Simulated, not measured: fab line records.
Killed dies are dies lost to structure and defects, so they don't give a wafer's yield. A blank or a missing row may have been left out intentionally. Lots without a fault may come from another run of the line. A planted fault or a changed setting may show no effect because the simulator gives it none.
fab line records + flow nand_harc
record:
- lots: 13
- wafers: 39
- last_day: 24
route steps=1159 shown P_M0@275 THIN_TSV@1122 END@1159
lots with no fault: from the same line, run without faults
start_h: the number of hours between the record's first day and the start of the first shown wafer of the lot + wait_h: how many hours have passed since the lot's step before this one + " unchanged from the row above + L1.1+2: one row covering several wafers at once + - value missing, or start not given + * or withheld: withheld + < > ~ a bound
route shown NAME@n: NAME is a module with steps in the file, n the number in the route of the first one + usual: the fault-free wafers' mean and standard deviation + same: alike in all rows + chamber/n: place in a boat + sites: the reading at each site + _std_site: standard deviation of those values + _edge_site: outer sites' mean less inner sites' + radius_mm: for every site, how far away it sits from the centre of the wafer + mask NAME#n: copy n + behind: the tool/chamber that last shaped the wafer + hold: why the lot went on hold/how many hours it stayed there/how the hold came to an end + device: transistor that didn't switch, given as n, p or np + end of line: tests run on the same wafers once the route is complete + where a step has no rows: the recipe by itself + killed: the dies lost at the first sort to structure and to defects; this is not the yield of the wafer + map: the dies of a wafer, with x for killed, . for not killed, _ for no die there
set.NAME: the setting that was run; set.NAME@STEP: the one run at that earlier step + model.NAME: the simulator's own value behind a step, which no gauge read
the route's steps for a sample of lots (tables are steps, rows are wafers)
services: when a tool's chamber went out of use (start_h, in hours from the record's first day, below 0 if earlier), for how many hours, and the reason
== steps ==
step: NHARC_P_M0_PVD_21
recipe:
- target_thk_a: 300
- chamber_pressure_pa: 5
- power_w: 5000
- substrate_temp_c: 30
- time_s: 20.49
- material: Cu
usual:
- throttle_valve_pct: 29.7/0.84
| lot.wafer | tool           | chamber | start_h | wait_h | throttle_valve_pct |
|-----------|----------------|---------|---------|--------|--------------------|
| L149.3    | pvd_sputter-01 | -       | 110.62  | -      | 29.1               |
| L149.1    | "              | -       | "       | "      | 30.9               |
| L149.4    | "              | -       | "       | "      | 29.2               |
| L151.2    | pvd_sputter-03 | -       | 120.10  | -      | 28.3               |
| L151.1    | "              | -       | "       | "      | 30.5               |
| L151.6    | "              | -       | "       | "      | 28.7               |
| L152.2    | pvd_sputter-02 | -       | 138.07  | -      | 29.5               |
| L152.4    | "              | -       | "       | "      | 29.2               |
| L152.1    | "              | -       | "       | "      | 29.0               |
| L154.1    | pvd_sputter-02 | -       | 147.80  | -      | 30.0               |
| L154.3    | "              | -       | "       | "      | 29.1               |
| L154.5    | "              | -       | "       | "      | 30.3               |
| L156.3    | pvd_sputter-01 | -       | 152.90  | -      | 29.5               |
| L156.4    | "              | -       | "       | "      | 30.5               |
| L156.2    | "              | -       | "       | "      | 30.8               |
| L155.1    | pvd_sputter-02 | -       | 153.60  | -      | 29.2               |
| L155.4    | "              | -       | "       | "      | 29.9               |
| L155.5    | "              | -       | "       | "      | 29.1               |
| L158.1    | pvd_sputter-02 | -       | 169.39  | -      | 29.7               |
| L158.2    | "              | -       | "       | "      | 30.2               |
| L158.5    | "              | -       | "       | "      | 29.5               |
| L157.1    | pvd_sputter-03 | -       | 169.82  | -      | 30.6               |
| L157.4    | "              | -       | "       | "      | 30.9               |
| L157.2    | "              | -       | "       | "      | 28.3               |
| L159.4    | pvd_sputter-02 | -       | 175.57  | -      | 29.4               |
| L159.3    | "              | -       | "       | "      | 30.3               |
| L159.5    | "              | -       | "       | "      | 29.1               |
| L161.3    | pvd_sputter-03 | -       | 195.60  | -      | 30.6               |
| L161.1    | "              | -       | "       | "      | 28.6               |
| L161.5    | "              | -       | "       | "      | 28.5               |
| L162.3    | pvd_sputter-03 | -       | 196.01  | -      | 28.6               |
| L162.2    | "              | -       | "       | "      | 30.7               |
| L162.5    | "              | -       | "       | "      | 28.3               |
| L160.3    | pvd_sputter-03 | -       | 198.70  | -      | 30.7               |
| L160.4    | "              | -       | "       | "      | 28.3               |
| L160.5    | "              | -       | "       | "      | 31.0               |
| L171.3    | pvd_sputter-02 | -       | 247.84  | -      | 29.7               |
| L171.4    | "              | -       | "       | "      | 29.3               |
| L171.5    | "              | -       | "       | "      | 31.3               |
step: NHARC_THIN_TSV_STRIP_45
recipe:
- power_w: 1500
- temp_c: 250
- chemistry: O2
usual:
- drypump_motor_current_A: 5.8/0.59
- heater_power_w: 337/28
| lot.wafer | tool            | chamber | start_h | wait_h | drypump_motor_current_A | heater_power_w | rf_hours_counter_h |
|-----------|-----------------|---------|---------|--------|-------------------------|----------------|--------------------|
| L151.1    | plasma_asher-01 | 0       | 432.51  | 0.1    | 5.5                     | 304            | 47                 |
| L151.2    | "               | 1       | "       | "      | 5.4                     | 373            | 47                 |
| L151.6    | "               | 0       | "       | "      | 5.5                     | 304            | -                  |
| L149.1    | plasma_asher-01 | 0       | 435.18  | 0.3    | 5.5                     | 306            | 49                 |
| L149.4    | "               | 1       | "       | "      | 5.3                     | 373            | -                  |
| L149.3    | "               | 0       | "       | "      | 5.5                     | 296            | -                  |
| L152.1    | plasma_asher-01 | 1       | 438.56  | 0.1    | 5.3                     | 367            | 50                 |
| L152.2    | "               | 0       | "       | "      | 5.5                     | 302            | 50                 |
| L152.4    | "               | 0       | "       | "      | 5.5                     | 308            | -                  |
| L155.1    | plasma_asher-02 | 1       | 452.27  | 0.1    | 6.7                     | 345            | 32                 |
| L155.4    | "               | 1       | "       | "      | 6.7                     | 351            | -                  |
| L155.5    | "               | 0       | "       | "      | 5.3                     | 326            | -                  |
| L154.1    | plasma_asher-02 | 1       | 453.30  | 0.1    | 6.7                     | 340            | 34                 |
| L154.3    | "               | 1       | "       | "      | 6.7                     | 343            | -                  |
| L154.5    | "               | 0       | "       | "      | 5.3                     | 341            | -                  |
| L156.2    | plasma_asher-02 | 0       | 459.49  | 0.1    | 5.4                     | 339            | 37                 |
| L156.4    | "               | 0       | "       | "      | 5.3                     | 337            | -                  |
| L156.3    | "               | 1       | "       | "      | 6.7                     | 337            | -                  |
| L157.2    | plasma_asher-01 | 0       | 475.42  | 0.1    | 5.6                     | 293            | 4                  |
| L157.1    | "               | 1       | "       | "      | 5.4                     | 389            | 4                  |
| L157.4    | "               | 1       | "       | "      | 5.3                     | 382            | -                  |
| L158.1    | plasma_asher-02 | 0       | 484.18  | 0.1    | 5.3                     | 335            | 47                 |
| L158.2    | "               | 1       | "       | "      | 6.7                     | 345            | 47                 |
| L158.5    | "               | 0       | "       | "      | 5.4                     | 335            | -                  |
| L159.4    | plasma_asher-02 | 1       | 485.65  | 0.2    | 6.7                     | 340            | -                  |
| L159.3    | "               | 0       | "       | "      | 5.3                     | 322            | -                  |
| L159.5    | "               | 1       | "       | "      | 6.7                     | 359            | -                  |
| L162.2    | plasma_asher-02 | 1       | 491.43  | 0.2    | 6.7                     | 342            | 52                 |
| L161.1    | plasma_asher-01 | 0       | 504.38  | 0.1    | 5.5                     | 298            | 7                  |
| L161.3    | "               | 1       | "       | "      | 5.4                     | 395            | -                  |
| L161.5    | "               | 0       | "       | "      | 5.5                     | 297            | -                  |
| L160.4    | plasma_asher-01 | 0       | 509.33  | 0.2    | 5.5                     | 295            | -                  |
| L171.4    | plasma_asher-02 | 0       | 563.46  | 0.2    | 5.3                     | 328            | -                  |
| L171.3    | "               | 1       | "       | "      | 6.7                     | 327            | -                  |
| L171.5    | "               | 1       | "       | "      | 6.7                     | 330            | -                  |
step: NHARC_THIN_TSV_PRE_CLEAN_50
recipe:
- time_s: 30
- temp_c: 280
- gas: H2/He
usual:
- heater_power_w: 386/33
| lot.wafer | tool           | chamber | start_h | wait_h | heater_power_w |
|-----------|----------------|---------|---------|--------|----------------|
| L151.2    | pvd_sputter-01 | -       | -       | -      | 387            |
| L151.1    | "              | -       | "       | "      | 406            |
| L151.6    | "              | -       | "       | "      | 401            |
| L149.3    | pvd_sputter-03 | -       | -       | -      | 354            |
| L149.1    | "              | -       | "       | "      | 386            |
| L149.4    | "              | -       | "       | "      | 379            |
| L152.1    | pvd_sputter-01 | -       | -       | -      | 384            |
| L152.2    | "              | -       | "       | "      | 409            |
| L152.4    | "              | -       | "       | "      | 404            |
| L155.4    | pvd_sputter-01 | -       | -       | -      | 386            |
| L155.1    | "              | -       | "       | "      | 405            |
| L155.5    | "              | -       | "       | "      | 380            |
| L154.1    | pvd_sputter-03 | -       | -       | -      | 402            |
| L154.3    | "              | -       | "       | "      | 357            |
| L154.5    | "              | -       | "       | "      | 387            |
| L156.4    | pvd_sputter-01 | -       | -       | -      | 401            |
| L156.3    | "              | -       | "       | "      | 402            |
| L156.2    | "              | -       | "       | "      | 444            |
| L157.1    | pvd_sputter-03 | -       | -       | -      | 334            |
| L157.2    | "              | -       | "       | "      | 358            |
| L157.4    | "              | -       | "       | "      | 377            |
| L158.2    | pvd_sputter-03 | -       | -       | -      | 348            |
| L158.1    | "              | -       | "       | "      | 402            |
| L158.5    | "              | -       | "       | "      | 389            |
| L159.4    | pvd_sputter-02 | -       | -       | -      | 410            |
| L159.3    | "              | -       | "       | "      | 353            |
| L159.5    | "              | -       | "       | "      | 336            |
| L162.2    | pvd_sputter-02 | -       | -       | -      | 333            |
| L161.1    | pvd_sputter-02 | -       | -       | -      | 420            |
| L161.3    | "              | -       | "       | "      | 356            |
| L161.5    | "              | -       | "       | "      | 415            |
| L160.4    | pvd_sputter-01 | -       | -       | -      | 407            |
| L171.3    | pvd_sputter-01 | -       | -       | -      | 431            |
| L171.4    | "              | -       | "       | "      | 395            |
| L171.5    | "              | -       | "       | "      | 460            |
step: NHARC_THIN_TSV_CMP_21
recipe:
- t_overpolish_s: 30
- target_thk_nm: 2000
usual:
- motor_current_A: 11.8/0.99
- overpolish_run_s: 30.001/0.0082
- slurry_filter_dp_kPa: 13.52/0.14
- slurry_flow_ml_min: 150.0/0.45
| lot.wafer | tool   | chamber | start_h | wait_h | motor_current_A | overpolish_run_s | slurry_filter_dp_kPa | slurry_flow_ml_min |
|-----------|--------|---------|---------|--------|-----------------|------------------|----------------------|--------------------|
| L151.2    | cmp-03 | 0       | 435.91  | -      | 10.8            | 30.004           | 13.44                | 149.8              |
| L151.1    | "      | 1       | "       | "      | 10.5            | 30.001           | 13.29                | 150.2              |
| L151.6    | "      | 3       | "       | "      | 12.3            | 29.995           | 13.57                | 149.6              |
| L149.1    | cmp-01 | 3       | 438.51  | -      | 11.7            | 29.994           | 13.61                | 150.5              |
| L149.4    | "      | 0       | "       | "      | 12.7            | 29.999           | 13.54                | 149.6              |
| L149.3    | "      | 2       | "       | "      | 11.0            | 30.008           | 13.57                | 150.2              |
| L152.4    | cmp-01 | 3       | 441.85  | -      | 11.3            | 30.015           | 13.64                | 150.9              |
| L152.2    | "      | 0       | "       | "      | 12.7            | 30.005           | 13.59                | 150.5              |
| L152.1    | "      | 2       | "       | "      | 11.5            | 30.001           | 13.44                | 150.1              |
| L155.4    | cmp-03 | 0       | 455.56  | -      | 10.9            | 29.988           | 13.52                | 149.6              |
| L155.1    | "      | 1       | "       | "      | 10.8            | 30.005           | 13.69                | 150.3              |
| L155.5    | "      | 0       | "       | "      | 10.1            | 30.005           | 13.50                | 150.0              |
| L154.1    | cmp-02 | 1       | 456.60  | -      | 11.8            | 29.999           | 13.48                | 150.7              |
| L154.3    | "      | 3       | "       | "      | 9.7             | 30.006           | 13.75                | 150.2              |
| L154.5    | "      | 1       | "       | "      | 12.3            | 30.007           | 13.73                | 149.8              |
| L156.3    | cmp-02 | 3       | 462.79  | -      | 10.1            | 30.005           | 13.60                | 150.2              |
| L156.4    | "      | 0       | "       | "      | 12.3            | 30.003           | 13.42                | 150.8              |
| L156.2    | "      | 1       | "       | "      | 12.5            | 30.001           | 13.69                | 150.1              |
| L157.4    | cmp-02 | 0       | 478.69  | -      | 12.5            | 29.991           | 13.60                | 150.5              |
| L157.1    | "      | 1       | "       | "      | 11.6            | 30.004           | 13.70                | 149.7              |
| L157.2    | "      | 2       | "       | "      | 11.2            | 29.993           | 13.60                | 149.7              |
| L158.2    | cmp-02 | 3       | 487.58  | -      | 10.1            | 29.995           | 13.47                | 149.4              |
| L158.1    | "      | 2       | "       | "      | 11.5            | 29.995           | 13.42                | 150.3              |
| L158.5    | "      | 3       | "       | "      | 10.6            | 29.994           | 13.44                | 150.1              |
| L159.3    | cmp-01 | 0       | 488.82  | -      | 11.9            | 29.997           | 13.23                | 149.0              |
| L159.4    | "      | 1       | "       | "      | 12.3            | 29.994           | 13.53                | 148.7              |
| L159.5    | "      | 0       | "       | "      | 12.4            | 29.996           | 13.46                | 150.0              |
| L162.2    | cmp-01 | 0       | 494.79  | -      | 11.9            | 29.990           | 13.48                | 149.8              |
| L161.3    | cmp-03 | 0       | 507.61  | -      | 10.1            | 29.996           | 13.64                | 150.4              |
| L161.1    | "      | 1       | "       | "      | 10.9            | 30.009           | 13.52                | 149.7              |
| L161.5    | "      | 1       | "       | "      | 10.5            | 29.995           | 13.36                | 150.5              |
| L160.4    | cmp-03 | 3       | 512.60  | -      | 11.8            | 29.999           | 13.36                | 150.4              |
| L171.4    | cmp-01 | 3       | 566.70  | -      | 11.9            | 29.998           | 13.41                | 149.6              |
| L171.3    | "      | 1       | "       | "      | 12.3            | 30.014           | 13.76                | 150.4              |
| L171.5    | "      | 3       | "       | "      | 11.6            | 30.015           | 13.68                | 150.1              |
step: NHARC_END_SORT_01
recipe:
- temp_c: 25
usual:
- defect_limited_yield: 95.4/1.7
- killed_at_array: 27/11
- killed_at_other: 0.6/0.89
- killed_at_periphery: 3.0/2.4
- killed_dies: 31/12
- killed_open: 3.2/1.6
- killed_short: 2.0/1.5
- sort_bin_2_pct: 1.5/0.69
- sort_bin_3_pct: 0.23/0.22
- sort_bin_4_pct: 2.9/1.1
- sort_n_pass: 646/12
- sort_rim_yield_pct: 94/3.3
- sort_yield_pct: 95.4/1.7
same:
- gross_dies: 677
- sort_bin_5_pct[%]: 0
- sort_bin_6_pct[%]: 0
- sort_bin_7_pct[%]: 0
- sort_bin_8_pct[%]: 0
- sort_rim_n_gross: 106.00
| lot.wafer | tool      | chamber | start_h | wait_h | defect_limited_yield[%] | killed_at_array | killed_at_other | killed_at_periphery | killed_dies | killed_open | killed_short | sort_bin_2_pct[%] | sort_bin_3_pct[%] | sort_bin_4_pct[%] | sort_n_pass | sort_rim_yield_pct[%] | sort_yield_pct[%] |
|-----------|-----------|---------|---------|--------|-------------------------|-----------------|-----------------|---------------------|-------------|-------------|--------------|-------------------|-------------------|-------------------|-------------|-----------------------|-------------------|
| L162.2    | prober-02 | 0       | 507.39  | 2.8    | 92.9                    | 45              | 0               | 3                   | 48          | 2           | 2            | 1.9               | 0.15              | 5.0               | 629         | 92                    | 92.9              |
| L162.3    | prober-02 | 0       | 508.19  | 3.1    | 0                       | 45              | 0               | 632                 | 677         | 3           | 1            | 96.2              | 0.44              | 3.4               | 0           | 0                     | 0                 |
| L162.5    | prober-02 | 0       | 509.81  | 3.7    | 0                       | 38              | 0               | 639                 | 677         | 4           | 4            | 96.2              | 0.15              | 3.7               | 0           | 0                     | 0                 |
| L160.3    | prober-02 | 0       | 526.35  | 3.1    | 0                       | 15              | 0               | 662                 | 677         | 3           | 1            | 98.4              | 0                 | 1.6               | 0           | 0                     | 0                 |
| L160.4    | prober-02 | 0       | 527.14  | 3.4    | 98.2                    | 11              | 0               | 1                   | 12          | 5           | 0            | 0.7               | 0.15              | 0.9               | 665         | 96                    | 98.2              |
| L160.5    | prober-02 | 0       | 527.94  | 3.7    | 0                       | 15              | 0               | 662                 | 677         | 3           | 3            | 98.4              | 0                 | 1.6               | 0           | 0                     | 0                 |
killed by level:class
L162.2 A_CHANNEL_HOLE_D1:chamber_film_flake=19 A_SLIT:chamber_film_flake=14 A_CHANNEL_FILL_D1:chamber_film_flake=4 P_STI:chamber_film_flake=2 A_CONTACT:chamber_film_flake=2 A_BLC:chamber_film_flake=2 P_CONTACT:geometric_particle:open=1 A_SOURCE_PLATE:geometric_particle:short=1
L162.3 P_M0:area_pvd=631 A_SLIT:chamber_film_flake=19 A_CHANNEL_HOLE_D1:chamber_film_flake=16 A_CONTACT:geometric_particle:open=2 A_STAIRCASE:chamber_film_flake=2 A_SOURCE_PLATE:geometric_particle:open=1 A_CHANNEL_FILL_D1:geometric_particle:short=1 P_ZERO_WELL:chamber_film_flake=1
L162.5 P_M0:area_pvd=637 A_CHANNEL_HOLE_D1:chamber_film_flake=15 A_SLIT:chamber_film_flake=13 A_STAIRCASE:chamber_film_flake=3 P_CONTACT:geometric_particle:short=1 P_M0:geometric_particle:open=1 A_SOURCE_PLATE:geometric_particle:short=1 A_ONON_D1:geometric_particle:open=1
L160.3 P_M0:area_pvd=661 A_CHANNEL_HOLE_D1:chamber_film_flake=7 A_STAIRCASE:chamber_film_flake=3 A_CONTACT:chamber_film_flake=2 P_STI:geometric_particle:short=1 A_CHANNEL_FILL_D1:geometric_particle:open=1 A_CONTACT:geometric_particle:open=1 A_M1:geometric_particle:open=1
L160.4 A_CHANNEL_HOLE_D1:chamber_film_flake=6 A_CONTACT:geometric_particle:open=3 P_GATE:geometric_particle:open=1 A_M1:geometric_particle:open=1 A_STAIRCASE:chamber_film_flake=1
L160.5 P_M0:area_pvd=660 A_CHANNEL_HOLE_D1:chamber_film_flake=4 A_CONTACT:chamber_film_flake=3 A_ONON_D1:geometric_particle:open=2 A_STAIRCASE:chamber_film_flake=2 A_SLIT:chamber_film_flake=2 P_CONTACT:geometric_particle:short=1 P_M1:geometric_particle:short=1
== services ==
| tool            | chamber | start_h | hours | kind   |
|-----------------|---------|---------|-------|--------|
| pvd_sputter-01  | -       | 96.28   | 6.6   | repair |
| plasma_asher-01 | -       | 99.32   | 9.0   | pm     |
| pvd_sputter-03  | -       | 102.07  | 10.0  | pm     |
| pvd_sputter-01  | -       | 120.94  | 9.4   | repair |
| pvd_sputter-03  | -       | 132.23  | 4.0   | repair |
| plasma_asher-01 | -       | 135.13  | 3.4   | repair |
| pvd_sputter-01  | -       | 158.00  | 10.0  | pm     |
| pvd_sputter-03  | -       | 181.42  | 3.0   | repair |
| plasma_asher-02 | -       | 184.22  | 9.0   | pm     |
| pvd_sputter-01  | -       | 195.19  | 0.7   | repair |
| pvd_sputter-01  | -       | 213.99  | 1.0   | repair |
| pvd_sputter-02  | -       | 214.05  | 10.0  | pm     |
| pvd_sputter-03  | -       | 280.07  | 10.0  | pm     |
| pvd_sputter-01  | -       | 330.34  | 14.9  | repair |
| pvd_sputter-01  | -       | 345.29  | 10.0  | pm     |
| plasma_asher-02 | -       | 358.23  | 0.5   | repair |
| plasma_asher-02 | -       | 361.22  | 9.0   | pm     |
| pvd_sputter-03  | -       | 364.54  | 1.7   | repair |
| pvd_sputter-02  | -       | 392.05  | 10.0  | pm     |
| pvd_sputter-03  | -       | 458.07  | 10.0  | pm     |
| plasma_asher-02 | -       | 478.56  | 0.7   | repair |
| pvd_sputter-02  | -       | 496.49  | 5.5   | repair |
| pvd_sputter-01  | -       | 523.33  | 10.0  | pm     |
| plasma_asher-02 | -       | 538.22  | 9.0   | pm     |
== key ==
first_sign:
- step: NHARC_END_SORT_01
- reading: killed_at_periphery
- direction: up
- sigmas: 99+
- usual: 3.0
- struck: 648.8
effect:
- step: NHARC_END_SORT_01
- reading: sort_bin_2_pct
- direction: up
- sigmas: 99+
- usual: 1.5
- struck: 97.3
more_kills_born_at:
- NHARC_P_M0_PVD_21@pvd_sputter-03: 2589
met_at NHARC_P_M0_PVD_21
struck_lots L160,L162
struck_wafers L160.3,L160.5,L162.3,L162.5
later_rows_left_out L160.3,L160.5,L162.3,L162.5
not_acting_at NHARC_THIN_TSV_STRIP_45,NHARC_THIN_TSV_PRE_CLEAN_50,NHARC_THIN_TSV_CMP_21
onset_between 195.60 196.01
fault:
- kind: process_parameter_drift
- tool: pvd_sputter-03
- chamber: -
- onset_h: 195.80
- steps: NHARC_P_M0_PVD_21
- channel: target_thk_a
- offset: *
- shape: step
- end_h: 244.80
- scope: struck_wafers_only
- acts_in: *
- stated: *
later_rows_left_out: the simulator's readings of these wafers behind a module that went badly wrong aren't trusted and aren't shown, but for the sort
